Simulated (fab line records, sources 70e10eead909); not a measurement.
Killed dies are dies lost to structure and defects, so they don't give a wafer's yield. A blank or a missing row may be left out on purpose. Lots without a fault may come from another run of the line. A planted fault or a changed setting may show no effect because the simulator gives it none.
A struck lot beside a sound one | flow nand_harc | 15 steps out of a route of 1159
Sound: wafers L197.2, L197.5, L197.6. Struck: wafers L190.1, L190.5, L190.6. The cause comes at the end.
At each step with rows: each side's tool, then ch and its chambers, then its first start. Under that, the readings that differ: sound wafers | struck wafers | difference of the means | sigmas: that difference in standard deviations of wafers without a fault.
alike: readings whose means differ by less than 2 such deviations, and words and numbers that are the same on both sides. not compared: withheld readings, readings that some wafer has no value for, bounds like >300 that may hide the same value, and numbers for which the record gives no deviation and whose values overlap.
The two part at a step that has a row with sigmas, a row that says differs or no value, or rows on one side only. Numbers that don't overlap but have no deviation are shown without sigmas and don't part them. A reading that every wafer of one side lacks parts them only if that side has two wafers or more.

first, 8 steps without rows for these wafers: NHARC_THIN_TSV_DEHYDRATE_04 (time 120 s); NHARC_THIN_TSV_HMDS_05 (time 30 s); NHARC_THIN_TSV_COAT_06; NHARC_THIN_TSV_SOFTBAKE_07 (time 95 s); NHARC_THIN_TSV_EBR_08; NHARC_THIN_TSV_EXPOSE_09 (exposes mask TSV); NHARC_THIN_TSV_PEB_10 (peb time 85 s); NHARC_THIN_TSV_DEVELOP_11 (time 70 s).
NHARC_THIN_TSV_CD_MEAS_12: target cd 1000 nm.
  sound on cd_sem-03 ch 0, day 24 00:24; struck on cd_sem-03 ch 0, day 22 22:19
  alike: cd_nm
then, 1 step without rows for these wafers: NHARC_THIN_TSV_HARDBAKE_13 (time 80 s).
NHARC_THIN_TSV_DESCUM_14: chemistry O2, time 3 s.
  sound on rie_diel-02 ch 1,2, day 24 00:34; struck on rie_diel-07 ch 1,2, day 22 22:29
  reading               | sound             | struck            | difference | sigmas
  oes_product_au (a.u.) | 1.009 1.006 0.997 | 0.989 0.986 0.985 | -0.017     | -2
  alike: drypump_motor_current_A, rf_vpp_V, showerhead_plenum_p_Torr, throttle_valve_pct
  not compared: rf_hours_counter_h
NHARC_THIN_TSV_ETCH_44: etches the open film in CF4/O2, target depth 1594.2 nm, time 797.1 s.
  sound on rie_diel-02 ch 1,2, day 24 00:39; struck on rie_diel-07 ch 0,1, day 22 22:43
  reading                     | sound       | struck      | difference | sigmas
  drypump_motor_current_A (A) | 6.4 5.8 6.4 | 4.7 5.4 4.7 | -1.3       | -3
  alike: bias_w, cf4_flow_sccm, oes_product_au, rf_vpp_V, showerhead_plenum_p_Torr, throttle_valve_pct
  not compared: rf_hours_counter_h
NHARC_THIN_TSV_ETCH_15: target depth 3000 nm, bosch target overetch cycles 2, bosch etch step 2.8 s.
  sound on rie_si-01 ch 0,2,3, day 24 01:16; struck on rie_si-05 ch 0,3, day 22 23:14
  no value came back on the struck wafers for bosch_cycles, bosch_dep_step_s (s), drypump_motor_current_A (A); on the sound wafers bosch_cycles reads 14 14 14
  not compared: rf_hours_counter_h
NHARC_THIN_TSV_CD_MEAS_16:
  sound on cd_sem-02, day 24 01:23; struck on cd_sem-02, day 22 23:22
  alike: cd_nm
NHARC_END_SORT_01:
  sound on prober-02 ch 0, day 24 23:35; struck on prober-01 ch 0, day 23 12:38
  reading                  | sound          | struck         | difference | sigmas
  defect_limited_yield (%) | 90.7 93.1 93.5 | 0 0 0          | -92        | -66
  killed_at_other          | 0 0 0          | 650 655 641    | +649       | +99 or more
  killed_dies              | 63 47 44       | 677 677 677    | +626       | +65
  sort_bin_2_pct (%)       | 3.1 2.2 2.7    | 98.4 97.6 96.2 | +94.7      | +99 or more
  sort_bin_4_pct (%)       | 5.5 4.6 3.2    | 1.5 2.2 3.8    | -1.9       | -2
  sort_n_pass              | 614 630 633    | 0 0 0          | -626       | -65
  sort_rim_yield_pct (%)   | 95.3 89.6 95.3 | 0 0 0          | -93        | -31
  sort_yield_pct (%)       | 90.7 93.1 93.5 | 0 0 0          | -92        | -66
  alike: killed_at_array, killed_at_periphery, killed_open, killed_short, sort_bin_3_pct

WHERE THEY PART
First at NHARC_THIN_TSV_DESCUM_14; last, within this record, at NHARC_END_SORT_01.

WHY: what the simulator had put in
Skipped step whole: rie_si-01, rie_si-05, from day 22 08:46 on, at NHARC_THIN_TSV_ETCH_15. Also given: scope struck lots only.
